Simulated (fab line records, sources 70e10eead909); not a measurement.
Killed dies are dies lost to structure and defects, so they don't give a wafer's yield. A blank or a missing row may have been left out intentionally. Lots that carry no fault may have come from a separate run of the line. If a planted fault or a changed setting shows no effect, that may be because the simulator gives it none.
8D (eight disciplines) problem report, filled in by code | flow nand-harc | the parts of the form that need people (team, actions taken, sign-off) are left out

== 1. THE ISSUE ==
raw-defect-count at NHARC_A_WL_FILL_INSPECT_15 reads a mean of 2288 on 6 wafers of 2 lots; wafers without a fault read 367 with a standard deviation of 120. That is +16 standard deviations from the usual mean.
First seen on wafer L646.2, day 19 03:22, on defect-inspect-02. The record holds 36 wafers of 12 lots with a number at this step. Rule for "out", or "out of limits": more than 4 standard deviations from the usual mean. Any other wafer with a number is counted as sound.

== 2. WHAT THIS IS AND IS NOT ==
question                    | is                     | is not
which readings at this step | raw-defect-count       | -
which lots                  | L646, L649             | L634, L635, L637, L638, L651, L652, L653, L654, L655, L656
which wafers of those lots  | all that have a number | -
read on which gauges        | defect-inspect-02      | defect-inspect-01
when                        | from day 19 03:22      | up to then (12 sound wafers); but 18 sound wafers of L651, L652, L653, L654, L655, L656 came after

== 3. THE SUSPECTS, EACH WITH WHAT RULES IT OUT ==
Counting: a tool at any process step up to the reading remains a suspect when it ran all the lots that are out and ran no sound lot after the first of those.
- ruled out: the gauge at NHARC_A_WL_FILL_INSPECT_15. All the wafers that are out were read on defect-inspect-02, but those of them that NHARC_END_SORT_01 has rows for are out there too, on other tools.
- cvd-w-01 at NHARC_A_WL_FILL_CVD_03 (deposits W, target thk 40 nm, time 3302 s): ruled out as a lasting fault. Following L646 (day 17 20:42), the first lot on it that is out, the sound lots L653, L654 were run on it.
- cmp-01 at NHARC_A_WL_FILL_CMP_12 (polishes, t overpolish 30 s, target thk 75 nm): ruled out as a lasting fault. Following L646 (day 19 02:55), the first lot on it that is out, the sound lots L651, L652, L655 were run on it.
Left after counting: nothing in the record.

== 4. THE CAUSE (what the simulator had put in) ==
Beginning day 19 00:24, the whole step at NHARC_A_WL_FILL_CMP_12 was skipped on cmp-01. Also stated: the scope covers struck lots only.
It was ruled out by counting, in error; the rule expects a fault to strike all lots run on its tool from its start on, and this fault did not.

== 5. THE EFFECT CHAIN, in route order ==
One row per reading whose mean, taken over the struck wafers that have a number, lies over 3 standard deviations from the usual. Only readings for which the record gives a usual standard deviation are gone through. hours: the time from each lot's start at the first step in this table that gives one to its start at this step, as a median over the lots. sigmas: the change in usual standard deviations.
hours | step                       | reading          | usual | on struck wafers | change | sigmas
0     | NHARC_A_WL_FILL_INSPECT_15 | raw-defect-count | 367   | 2288             | +1921  | +16
75    | NHARC_END_SORT_01          | killed-at-array  | 28    | 675              | +647   | +59
75    | NHARC_END_SORT_01          | killed-dies      | 32    | 677              | +645   | +59
Readings that are blank on the struck wafers while sound wafers have them: edge-zone-pressure-frac at NHARC_A_WL_FILL_CMP_12; motor-current-A at NHARC_A_WL_FILL_CMP_12; overpolish-run-s at NHARC_A_WL_FILL_CMP_12; time-to-endpoint-s at NHARC_A_WL_FILL_CMP_12.

== 6. WHAT WOULD HAVE CAUGHT IT SOONER ==
In this record the first reading out of limits at a measuring or inspecting step was taken at day 19 03:22, 3 hours after the fault began at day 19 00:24.
At NHARC_A_WL_FILL_CMP_12 the tool's readings are blank on the struck wafers, where sound wafers have them: an empty tool record is the first sign, and it was there at once.
